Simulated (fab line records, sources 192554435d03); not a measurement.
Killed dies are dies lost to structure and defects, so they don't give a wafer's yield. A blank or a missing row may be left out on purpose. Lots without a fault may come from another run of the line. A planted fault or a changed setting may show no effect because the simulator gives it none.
Split-lot experiment | flow n5_finfet | 7 lots, 21 wafers read, on a route of 1938 steps

THE SPLIT
At N5_SD_EPI_P_PEB_07 (peb time 60 s), the setting peb_time_s was moved away from the recipe's 60 s on 3 of the 21 wafers read, by +9.2% to +21.5%. The other wafers ran this setting at the recipe's value.

FROM THE SPLIT TO THE READING: what the file shows between them, 1 step
- N5_SD_EPI_P_DEVELOP_08: develop time 30 s

THE READING
cd_nm, in nm, at N5_SD_EPI_P_CD_MEAS_09 (target cd 240 nm). Fault-free wafers of this fab line usually give 239.8 nm, standard deviation 0.87 nm.

wafer  | tool, chamber at the split | peb_time_s as run, s | against the recipe | cd_nm, nm | against lot-mates on the recipe
L076.1 | litho_track-04, 0          | 72.91                | +21.5%             | 247.1     | +7.1
L076.4 | litho_track-04, 0          | 60                   | recipe             | 240.4     | -
L076.6 | litho_track-04, 0          | 60                   | recipe             | 239.6     | -
L081.1 | litho_track-04, 0          | 68.99                | +15.0%             | 245.0     | +5.1
L081.2 | litho_track-04, 0          | 60                   | recipe             | 239.9     | -
L081.3 | litho_track-04, 0          | 60                   | recipe             | 240.0     | -
L083.1 | litho_track-02, 0          | 60                   | recipe             | 240.3     | -
L083.4 | litho_track-02, 0          | 60                   | recipe             | 240.9     | -
L083.5 | litho_track-02, 0          | 60                   | recipe             | 239.7     | -
L088.1 | litho_track-05, 0          | 60                   | recipe             | 239.5     | -
L088.2 | litho_track-05, 0          | 60                   | recipe             | 240.0     | -
L088.3 | litho_track-05, 0          | 60                   | recipe             | 239.5     | -
L089.3 | litho_track-02, 0          | 60                   | recipe             | 239.7     | -
L089.4 | litho_track-02, 0          | 65.53                | +9.2%              | 242.2     | +2.2
L089.6 | litho_track-02, 0          | 60                   | recipe             | 240.2     | -
L096.1 | litho_track-02, 0          | 60                   | recipe             | 239.6     | -
L096.4 | litho_track-02, 0          | 60                   | recipe             | 240.0     | -
L096.6 | litho_track-02, 0          | 60                   | recipe             | 239.3     | -
L097.3 | litho_track-02, 0          | 60                   | recipe             | 238.5     | -
L097.4 | litho_track-02, 0          | 60                   | recipe             | 239.1     | -
L097.6 | litho_track-02, 0          | 60                   | recipe             | 239.7     | -

THE FIT
A straight line over all 21 wafers: cd_nm changes by +0.336 nm for each +1% of peb_time_s; r = +0.97; the points scatter about the line by 0.53 nm.
The same after taking each lot's own level away (the mean of its wafers on the recipe; 21 wafers): +0.324 nm for each +1%; r = +0.98; scatter 0.39 nm.
On that fit, the largest move of peb_time_s shifts the reading by 7 nm.
The lots' own levels span 239.10 to 240.30 nm, that is 1.4 times the standard deviation above.
So the lot-to-lot level changes the slope little: the two slopes agree.
Check: with one of the wafers moved furthest among these (+21.5%) left out of the fit, the line predicts +6.71 nm for it against its lot-mates. It came out at +7.1 nm against them.

THE WHOLE CHAIN: every reading that the file lists as answering this split, in the file's order
step                   | what it does             | reading                                                         | change (the file's fit)               | r (the file's)
N5_SD_EPI_P_CD_MEAS_09 | target cd 240 nm         | cd_nm                                                           | +0.322 nm for each +1% of the setting | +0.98
N5_SD_EPI_P_DESCUM_14  | chemistry O2, time 7.9 s | SD_EPI_P.cd_nm (the simulator's own value, which no gauge read) | +0.328 nm for each +1% of the setting | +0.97

THE FILE'S OWN FIT
cd_nm changes by +0.322 nm for each +1% of peb_time_s, r = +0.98.
